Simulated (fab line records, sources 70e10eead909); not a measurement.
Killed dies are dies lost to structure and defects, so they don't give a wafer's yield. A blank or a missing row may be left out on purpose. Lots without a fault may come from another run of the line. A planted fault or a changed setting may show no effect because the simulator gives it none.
fab line records | flow nand_harc
record lots=7 wafers=19 last_day=33
route steps=1302 shown A_STAIRCASE@784 END@1302
lots that met no fault: from a run of the same line without faults
start_h: hours from the record's first day to the start of the lot's first wafer shown | wait_h: hours since the lot's step before | " the same as in the row above | L1.1+2: a row that stands for several wafers | - no value, or no start given | * or withheld: withheld | < > ~ a bound
route shown NAME@n: a module of which the file shows steps, and the number in the route of the first | usual: mean/standard deviation of fault-free wafers | same: alike in all rows | chamber/n: place in a boat | sites: the reading at each site | _std_site: their standard deviation | _edge_site: outer sites' mean less inner sites' | radius_mm: how far each site lies from the wafer's centre | mask NAME#n: copy n | behind: the tool/chamber that last shaped the wafer | hold: why the lot was held/for how many hours/how that ended | device: the transistor (n, p or np) that didn't switch | end of line: the same wafers' tests at the end of the route | a step without rows: its recipe alone | killed: dies lost to structure and defects at the first sort, not the wafer's yield | map: a wafer's dies, x killed, . not, _ none there
set.NAME: the setting as run; set.NAME@STEP: as run at that earlier step | model.NAME: the simulator's own value behind a step, which no gauge read
lots at some steps of the route; a table a step, a row a wafer
services: from which hour (start_h, from the record's first day; less than 0 if before it) a tool's chamber was out of use, for how many hours, and why
## steps
# step NHARC_A_STAIRCASE_DESCUM_270
# recipe time_s=3 o2_flow_sccm=200 ar_flow_sccm=0 bias_power_w=0 chemistry=O2
# step NHARC_A_STAIRCASE_ETCH_271
# recipe cf4_flow_sccm=100 chf3_flow_sccm=30 ar_flow_sccm=0 rf_w=500 bias_w=200 chemistry=CF4/CHF3
# usual drypump_motor_current_A=5.8/0.34 oes_product_au=0.960/0.025 rf_vpp_V=371.2/2.5 showerhead_plenum_p_Torr=1.60/0.069 throttle_valve_pct=16.803/0.0086
# columns lot.wafer tool chamber start_h wait_h drypump_motor_current_A oes_product_au rf_hours_counter_h rf_vpp_V showerhead_plenum_p_Torr throttle_valve_pct
L373.3 rie_diel-12 1 488.48 0.1 5.8 0.985 12 374.0 1.66 16.799
L373.1 " 3 " " 5.6 0.956 10 371.1 1.60 16.805
L373.5 " 0 " " 6.3 0.953 - 375.0 1.68 16.799
L374.2 rie_diel-01 2 506.34 0.1 5.9 0.912 37 368.9 1.55 16.819
L374.3 " 0 " " 5.7 0.928 44 371.1 1.58 16.792
L374.6 " 2 " " 5.9 0.909 - 369.9 1.55 16.796
L379.1 rie_diel-01 3 542.00 0.1 5.8 0.945 56 368.2 1.48 16.800
L379.4 " 0 " " 5.7 0.943 59 370.0 1.58 16.803
L379.6 " 2 " " 5.9 0.923 - 370.1 1.55 16.795
L378.3 rie_diel-01 3 543.71 0.1 5.8 0.934 56 366.2 1.48 16.799
L378.2 " 1 " " 5.5 0.931 55 373.0 1.62 16.798
L378.1 " 2 " " 5.9 0.922 50 368.7 1.55 16.810
L380.5 rie_diel-01 2 550.33 0.1 5.9 0.958 - 370.6 1.55 16.804
L383.3 rie_diel-12 3 595.49 0.1 5.7 0.956 39 369.8 1.59 16.793
L383.1 " 0 " " 6.3 0.953 31 376.2 1.68 16.807
L383.4 " 1 " " 5.8 0.985 45 372.0 1.65 16.796
L384.3 rie_diel-12 2 598.06 0.1 5.3 0.977 45 368.7 1.53 16.815
L384.5 " 2 " " 5.3 0.978 - 369.6 1.53 16.799
L384.6 " 3 " " 5.7 0.959 - 371.3 1.59 16.804
# step NHARC_A_STAIRCASE_HM_OPEN_457
# recipe o2_flow_sccm=400 cos_flow_sccm=20 ar_flow_sccm=0 rf_w=500 bias_w=300 chemistry=O2/COS
# usual drypump_motor_current_A=5.8/0.36 oes_product_au=1.003/0.0089 rf_vpp_V=468/3.1 showerhead_plenum_p_Torr=3.16/0.14 throttle_valve_pct=28.331/0.0091
# columns lot.wafer tool chamber start_h wait_h drypump_motor_current_A oes_product_au rf_hours_counter_h rf_vpp_V showerhead_plenum_p_Torr throttle_valve_pct
L373.3 rie_diel-12 0 - - 6.3 0.995 12 473 3.34 28.329
L373.1 " 1 " " 5.8 1.002 13 470 3.28 28.330
L373.5 " 3 " " 5.7 0.999 - 467 3.17 28.329
L374.2 rie_diel-01 0 - - 5.7 1.004 44 469 3.14 28.310
L374.3 " 1 " " 5.6 1.013 41 469 3.23 28.324
L374.6 " 3 " " 5.8 1.029 - 461 2.95 28.327
L379.4 rie_diel-01 3 - - 5.8 1.010 56 464 2.94 28.330
L379.1 " 0 " " 5.7 1.018 59 467 3.14 28.329
L379.6 " 3 " " 5.8 1.009 - 463 2.94 28.344
L378.1 rie_diel-01 0 - - 5.7 1.008 61 466 3.14 28.328
L378.3 " 1 " " 5.6 1.004 55 469 3.22 28.340
L378.2 " 2 " " 5.9 0.995 50 466 3.07 28.343
L380.5 rie_diel-01 2 - - 5.9 0.986 - 465 3.07 28.323
L383.4 rie_diel-12 1 - - 5.8 0.999 45 470 3.27 28.311
L383.3 " 3 " " 5.6 0.996 39 468 3.16 28.350
L383.1 " 0 " " 6.3 1.011 31 471 3.33 28.334
L384.3 rie_diel-12 1 - - 5.8 1.001 46 470 3.27 28.327
L384.5 " 3 " " 5.7 1.002 - 469 3.16 28.343
L384.6 " 0 " " 6.3 1.013 - 474 3.33 28.324
# step NHARC_A_STAIRCASE_STRIP_458
# recipe o2_flow_sccm=400 cos_flow_sccm=20 ar_flow_sccm=0 bias_w=0 chemistry=O2/COS
# step NHARC_A_STAIRCASE_ETCH_451
# recipe target_depth_a=300 overetch_a=30 time_s=16.5 ion_energy_ev=100 cf4_flow_sccm=80 o2_flow_sccm=20 ar_flow_sccm=0 rf_w=300 bias_w=100 chemistry=CF4/O2
# usual drypump_motor_current_A=5.8/0.36 oes_f_703_au=1.000/0.0042 oes_product_au=1.005/0.01 rf_vpp_V=198.3/1.4 showerhead_plenum_p_Torr=1.36/0.061 throttle_valve_pct=13.398/0.0081
# columns lot.wafer tool chamber start_h wait_h drypump_motor_current_A oes_f_703_au oes_product_au rf_hours_counter_h rf_vpp_V showerhead_plenum_p_Torr throttle_valve_pct
L373.3 rie_diel-12 0 - - 6.3 0.996 1.000 12 200.4 1.43 13.403
L373.1 " 1 " " 5.8 0.995 1.002 13 200.0 1.41 13.420
L373.5 " 1 " " 5.8 1.001 1.005 - 200.3 1.41 13.399
L374.2 rie_diel-01 0 - - 5.6 1.001 1.018 44 198.0 1.35 13.393
L374.3 " 1 " " 5.6 0.998 1.026 41 199.2 1.38 13.397
L374.6 " 2 " " 5.9 1.001 1.005 - 198.5 1.32 13.399
L379.1 rie_diel-01 3 - - 5.8 0.995 1.016 56 197.8 1.26 13.389
L379.4 " 1 " " 5.5 0.996 1.003 53 198.3 1.38 13.396
L379.6 " 3 " " 5.8 0.998 1.019 - 197.1 1.26 13.401
L378.2 rie_diel-01 3 - - 5.8 1.003 1.017 57 196.1 1.26 13.395
L378.3 " 1 " " 5.5 0.995 1.019 55 199.0 1.38 13.407
L378.1 " 2 " " 5.9 1.004 0.995 50 198.4 1.31 13.396
L380.5 rie_diel-01 3 - - 5.8 1.001 1.018 - 195.6 1.25 13.392
L383.4 rie_diel-12 2 - - 5.3 1.005 0.997 44 196.8 1.30 13.400
L383.1 " 3 " " 5.7 1.004 1.000 39 197.9 1.35 13.409
L383.3 " 0 " " 6.3 0.994 1.013 31 198.7 1.43 13.387
L384.3 rie_diel-12 1 - - 5.8 0.997 0.996 46 198.4 1.40 13.406
L384.6 " 1 " " 5.7 1.000 1.000 - 199.3 1.40 13.391
L384.5 " 2 " " 5.3 1.004 1.002 - 196.0 1.29 13.404
# step NHARC_A_STAIRCASE_ETCH_273
# recipe target_depth_a=1.02e+05 time_s=2468.6 ion_energy_ev=800 c4f8_flow_sccm=80 o2_flow_sccm=60 ar_flow_sccm=withheld rf_w=600 bias_w=3000 chemistry=C4F8/O2/Ar
# step NHARC_A_STAIRCASE_STRIP_274
# recipe o2_flow_sccm=500 ar_flow_sccm=0 bias_w=0 chemistry=O2
# step NHARC_A_STAIRCASE_STRIP_275
# recipe time_s=900 temp_c=130 chemistry=SPM
# step NHARC_A_STAIRCASE_PRECLEAN_276
# recipe time_s=* temp_c=50 bath_age_min=0 chemistry=SC1
# step NHARC_A_STAIRCASE_SRD_277
# step NHARC_A_STAIRCASE_HM_DEP_459
# recipe target_thk_a=15000 temp_c=400 material=aC
# step NHARC_A_STAIRCASE_DEP_280
# recipe target_thk_a=300 target_thk_nm=30 temp_c=400 pressure_torr=3.5 flow_sccm=200 rf_w=350 material=SiON
# usual heater_power_w=701/66 rf_fwd_power_W=348.5/1.2 showerhead_vpp_V=1149/53
# columns lot.wafer tool chamber start_h wait_h heater_power_w rf_fwd_power_W showerhead_vpp_V
L373.3 pecvd-02 0 500.97 1.0 711 349.6 1137
L373.1 " 1 " " 648 350.3 1069
L373.5 " 0 " " 717 348.2 1121
L374.3 pecvd-04 0 513.53 0.9 746 348.0 1138
L374.2 " 1 " " 653 349.8 1135
L374.6 " 1 " " 660 349.5 1135
L379.1 pecvd-04 1 549.86 1.5 630 350.5 1126
L379.6 " 1 " " 622 349.7 1133
L379.4 " 0 " " 841 207.6 889
L378.1 pecvd-04 2 550.80 1.6 647 348.6 1172
L378.2 " 0 " " 767 209.4 890
L378.3 " 1 " " 653 348.5 1140
L380.5 pecvd-04 0 555.75 0.4 838 208.4 891
L383.1 pecvd-01 0 600.47 1.6 810 347.6 1245
L383.3 " 2 " " 768 347.9 1165
L383.4 " 0 " " 795 348.2 1254
L384.3 pecvd-02 0 602.93 1.0 708 348.3 1136
L384.5 " 1 " " 654 348.6 1070
L384.6 " 0 " " 717 348.1 1122
# step NHARC_A_STAIRCASE_DEHYDRATE_281
# recipe temp_c=150 time_s=120
# step NHARC_A_STAIRCASE_HMDS_282
# recipe time_s=30
# step NHARC_A_STAIRCASE_COAT_283
# recipe spin_rpm=1200
# step NHARC_A_STAIRCASE_SOFTBAKE_284
# recipe temp_c=135 time_s=170
# step NHARC_A_STAIRCASE_EBR_285
# step NHARC_A_STAIRCASE_EXPOSE_286
# recipe na=0.5 dose_mj=25.01 mask_id=CHOP_100
# step NHARC_A_STAIRCASE_PEB_287
# recipe peb_temp_c=115 peb_time_s=130
# step NHARC_A_STAIRCASE_DEVELOP_288
# recipe time_s=140
# step NHARC_A_STAIRCASE_HARDBAKE_290
# recipe temp_c=120 time_s=140
# step NHARC_A_STAIRCASE_DESCUM_291
# recipe time_s=3 o2_flow_sccm=200 ar_flow_sccm=0 bias_power_w=0 chemistry=O2
# step NHARC_A_STAIRCASE_ETCH_292
# recipe cf4_flow_sccm=100 chf3_flow_sccm=30 ar_flow_sccm=0 rf_w=500 bias_w=200 chemistry=CF4/CHF3
# step NHARC_A_STAIRCASE_HM_OPEN_460
# recipe o2_flow_sccm=400 cos_flow_sccm=20 ar_flow_sccm=0 rf_w=500 bias_w=300 chemistry=O2/COS
# step NHARC_A_STAIRCASE_STRIP_461
# recipe o2_flow_sccm=400 cos_flow_sccm=20 ar_flow_sccm=0 bias_w=0 chemistry=O2/COS
# step NHARC_A_STAIRCASE_ETCH_452
# recipe target_depth_a=300 overetch_a=30 time_s=16.5 ion_energy_ev=100 cf4_flow_sccm=80 o2_flow_sccm=20 ar_flow_sccm=0 rf_w=300 bias_w=100 chemistry=CF4/O2
# step NHARC_A_STAIRCASE_ETCH_294
# recipe target_depth_a=49890 time_s=1211.6 ion_energy_ev=800 c4f8_flow_sccm=80 o2_flow_sccm=60 ar_flow_sccm=withheld rf_w=600 bias_w=3000 chemistry=C4F8/O2/Ar
# step NHARC_A_STAIRCASE_STRIP_295
# recipe o2_flow_sccm=500 ar_flow_sccm=0 bias_w=0 chemistry=O2
# usual drypump_motor_current_A=5.8/0.4 oes_product_au=1.004/0.01 rf_vpp_V=58.0/0.83 showerhead_plenum_p_Torr=3.57/0.16 throttle_valve_pct=17.035/0.0091
# columns lot.wafer tool chamber start_h wait_h drypump_motor_current_A oes_product_au rf_hours_counter_h rf_vpp_V showerhead_plenum_p_Torr throttle_valve_pct
L373.1 rie_diel-04 1 - - 5.8 1.030 36 57.9 3.47 17.042
L373.3 " 2 " " 5.1 1.007 43 57.7 3.75 17.033
L373.5 " 3 " " 5.5 1.000 - 57.9 3.28 17.030
L374.2 rie_diel-01 3 - - 5.8 1.018 45 56.3 3.33 17.038
L374.3 " 1 " " 5.6 1.020 45 58.4 3.64 17.048
L374.6 " 3 " " 5.8 1.019 - 55.8 3.33 17.029
L379.4 rie_diel-01 2 - - 5.9 1.000 54 58.6 3.47 17.041
L379.1 " 3 " " 5.8 1.016 61 57.1 3.32 17.034
L379.6 " 0 " " 5.7 0.996 - 58.3 3.54 17.038
L378.3 rie_diel-04 0 - - 6.6 1.019 5 59.0 3.77 17.037
L378.2 " 1 " " 5.7 1.017 4 59.0 3.47 17.034
L378.1 " 2 " " 5.1 1.006 6 59.4 3.74 17.032
L380.5 rie_diel-12 1 - - 5.8 1.008 - 57.0 3.70 17.035
L383.3 rie_diel-04 1 - - 5.7 0.997 18 58.3 3.46 17.038
L383.1 " 2 " " 5.1 1.011 22 58.4 3.73 17.021
L383.4 " 3 " " 5.5 1.002 26 57.7 3.79 17.048
L384.3 rie_diel-01 1 - - 5.6 0.996 9 56.8 3.63 17.033
L384.5 " 0 " " 5.7 1.021 - 58.4 3.54 17.032
L384.6 " 1 " " 5.6 1.016 - 59.0 3.63 17.023
# step NHARC_A_STAIRCASE_STRIP_296
# recipe time_s=900 temp_c=130 chemistry=SPM
# step NHARC_A_STAIRCASE_PRECLEAN_297
# recipe time_s=* temp_c=50 bath_age_min=0 chemistry=SC1
# step NHARC_A_STAIRCASE_SRD_298
# step NHARC_A_STAIRCASE_HM_DEP_462
# recipe target_thk_a=8000 temp_c=400 material=aC
# usual throttle_valve_pct=35.000/0.0089
# columns lot.wafer tool chamber start_h wait_h hold throttle_valve_pct
L373.1 acl_dep-03 0 507.16 3.1 - 34.990
L373.3 " 0 " " - 34.995
L373.5 " 0 " " - 34.991
L374.2 acl_dep-01 0 517.59 0.4 - 34.992
L374.3 " 0 " " - 35.013
L374.6 " 0 " " - 34.994
L379.1 acl_dep-02 0 556.54 2.4 await_dispo/2.3h/release 34.996
L379.4 " 0 " " await_dispo/2.3h/release 34.986
L379.6 " 0 " " await_dispo/2.3h/release 34.990
L378.1 acl_dep-03 0 557.97 3.2 await_dispo/2.4h/release 34.995
L378.2 " 0 " " await_dispo/2.4h/release 35.012
L378.3 " 0 " " await_dispo/2.4h/release 35.002
L380.5 acl_dep-02 0 563.40 4.1 await_dispo/2.9h/release 35.007
L383.1 acl_dep-02 0 603.68 0.1 - 34.996
L383.3 " 0 " " - 35.014
L383.4 " 0 " " - 34.982
L384.3 acl_dep-02 0 606.59 0.7 - 35.006
L384.5 " 0 " " - 34.984
L384.6 " 0 " " - 34.986
# step NHARC_END_SORT_01
# recipe temp_c=25
# usual killed_at_array=53/21 killed_at_other=0.8/1.1 killed_at_periphery=4.2/2.7 killed_dies=58/22 killed_open=3.4/1.9 killed_short=2.5/1.6
# same gross_dies=677
# columns lot.wafer tool chamber start_h wait_h killed_at_array killed_at_other killed_at_periphery killed_dies killed_open killed_short
L379.1 prober-01 0 758.88 2.5 31 0 3 34 1 1
L379.4 prober-01 0 761.22 3.3 35 0 3 38 4 1
L379.6 prober-01 0 762.79 3.9 39 0 7 46 6 3
# killed by level:class
L379.1 A_CHANNEL_HOLE_D1:chamber_film_flake=10 A_ZERO_WELL:chamber_film_flake=5 A_STAIRCASE:chamber_film_flake=5 A_SLIT:chamber_film_flake=4 A_CONTACT:chamber_film_flake=4 P_GATE:chamber_film_flake=3 A_STAIRCASE:geometric_particle:short=1 A_CONTACT:geometric_particle:open=1
L379.4 A_CHANNEL_HOLE_D1:chamber_film_flake=13 A_ZERO_WELL:chamber_film_flake=5 A_CONTACT:chamber_film_flake=5 A_STAIRCASE:chamber_film_flake=4 A_CHANNEL_FILL_D2:chamber_film_flake=2 A_SLIT:chamber_film_flake=2 P_M0:geometric_particle:open=1 P_M1:geometric_particle:open=1
L379.6 A_CHANNEL_HOLE_D1:chamber_film_flake=11 A_CONTACT:chamber_film_flake=9 P_GATE:chamber_film_flake=4 A_STAIRCASE:chamber_film_flake=4 A_SLIT:chamber_film_flake=4 A_ZERO_WELL:chamber_film_flake=3 P_CONTACT:geometric_particle:open=2 A_CHANNEL_FILL_D1:geometric_particle:open=2
## services
# columns tool chamber start_h hours kind
rie_diel-01 0 466.49 - clean
rie_diel-01 1 466.49 - clean
rie_diel-01 2 466.49 - clean
rie_diel-01 3 466.49 - clean
acl_dep-03 - 483.51 13.0 pm
rie_diel-04 - 486.02 0.6 repair
rie_diel-12 0 490.37 19.8 repair
rie_diel-01 0 491.01 - clean
rie_diel-01 1 491.01 - clean
rie_diel-01 2 491.01 - clean
rie_diel-01 3 491.01 - clean
pecvd-01 - 492.00 13.0 pm
rie_diel-01 0 515.51 - clean
rie_diel-01 1 515.51 - clean
rie_diel-01 2 515.51 - clean
rie_diel-01 3 515.51 - clean
rie_diel-04 - 535.83 9.0 pm
rie_diel-01 0 540.01 - clean
rie_diel-01 1 540.01 - clean
acl_dep-01 - 557.52 13.0 pm
rie_diel-01 - 560.99 9.0 pm
rie_diel-12 1 571.07 4.2 repair
pecvd-02 - 589.23 13.0 pm
rie_diel-12 0 589.88 5.1 repair
## key
first_sign step=NHARC_A_STAIRCASE_DEP_280 reading=rf_fwd_power_W direction=down sigmas=99+ usual=* struck=*
effect step=NHARC_A_STAIRCASE_DEP_280 reading=showerhead_vpp_V direction=down sigmas=4.9 usual=1149 struck=890
met_at NHARC_A_STAIRCASE_DEP_280
struck_wafers L378.2,L379.4,L380.5
tester_left_out L378,L379,L380
onset_between 513.53 549.86
fault kind=process_parameter_drift tool=pecvd-04 chamber=0 onset_h=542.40 steps=NHARC_A_STAIRCASE_DEP_280 channel=rf_w offset=* shape=step end_h=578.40 acts_in=* stated=*
# tester_left_out: of these lots the tester's yield and bins aren't shown, on N5 and GAA mostly nor the transistor test; their killed dies are dies lost to structure and defects alone, not to doping, threshold or leakage, so they don't give the yield
